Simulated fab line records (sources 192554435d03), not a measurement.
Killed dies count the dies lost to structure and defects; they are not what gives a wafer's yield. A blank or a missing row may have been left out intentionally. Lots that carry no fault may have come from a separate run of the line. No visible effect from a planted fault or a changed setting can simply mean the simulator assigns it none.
Chamber matching + flow n5-finfet + N5_BEOL_M0_SAQP_ETCH_73 on rie-diel-06: 4 sister chambers
The step etches SiARC in CF4, target depth 19.5 nm, time 32.5 s. 8 wafers are shown with their chamber, then 9 later ones without.

== EACH WAFER AND ITS CHAMBER ==
| wafer  | chamber | drypump-motor-current-A (A) | showerhead-plenum-p-Torr (Torr) |
|--------|---------|-----------------------------|---------------------------------|
| L080.1 | 0       | 6.11                        | 2.13                            |
| L080.2 | 1       | 5.39                        | 2.22                            |
| L082.4 | 3       | 5.86                        | 2.08                            |
| L082.5 | 2       | 5.81                        | 2.14                            |
| L082.6 | 3       | 5.85                        | 2.08                            |
| L094.3 | 0       | 6.06                        | 2.12                            |
| L094.4 | 2       | 5.83                        | 2.13                            |
| L094.5 | 1       | 5.41                        | 2.21                            |

== WAFERS WITH NO CHAMBER GIVEN ==
| wafer  | drypump-motor-current-A (A) | showerhead-plenum-p-Torr (Torr) |
|--------|-----------------------------|---------------------------------|
| L092.1 | 5.38                        | 2.21                            |
| L092.2 | 6.08                        | 2.12                            |
| L092.5 | 5.85                        | 2.07                            |
| L095.2 | 5.41                        | 2.21                            |
| L095.3 | 5.85                        | 2.07                            |
| L095.5 | 5.85                        | 2.07                            |
| L096.2 | 5.86                        | 2.07                            |
| L096.4 | 5.38                        | 2.21                            |
| L096.6 | 6.07                        | 2.12                            |

== THE CHAMBER EACH PASSED THROUGH ==
| wafer  | from the rows above | in truth |
|--------|---------------------|----------|
| L092.1 | 1                   | 1        |
| L092.2 | 0                   | 0        |
| L092.5 | 3                   | 3        |
| L095.2 | 1                   | 1        |
| L095.3 | 3                   | 3        |
| L095.5 | 3                   | 3        |
| L096.2 | 3                   | 3        |
| L096.4 | 1                   | 1        |
| L096.6 | 0                   | 0        |
9 of 9 placed correctly. Number that these rows cannot place: 0. 0 placed wrongly.
How it was worked out, from the rows above alone: a wafer's distance from a chamber is the root of the sum, over the readings, of the square of ((its reading less the chamber's mean) divided by the reading's scatter). If the next closest chamber is less than 2 further off than the closest, the wafer can't be placed; otherwise it belongs to the closest. For every chamber, the mean is computed from those of its wafers that are shown. The scatter: take each reading less its chamber's mean, square it, sum over the shown wafers, divide by the number of wafers less the number of chambers, and take the root.
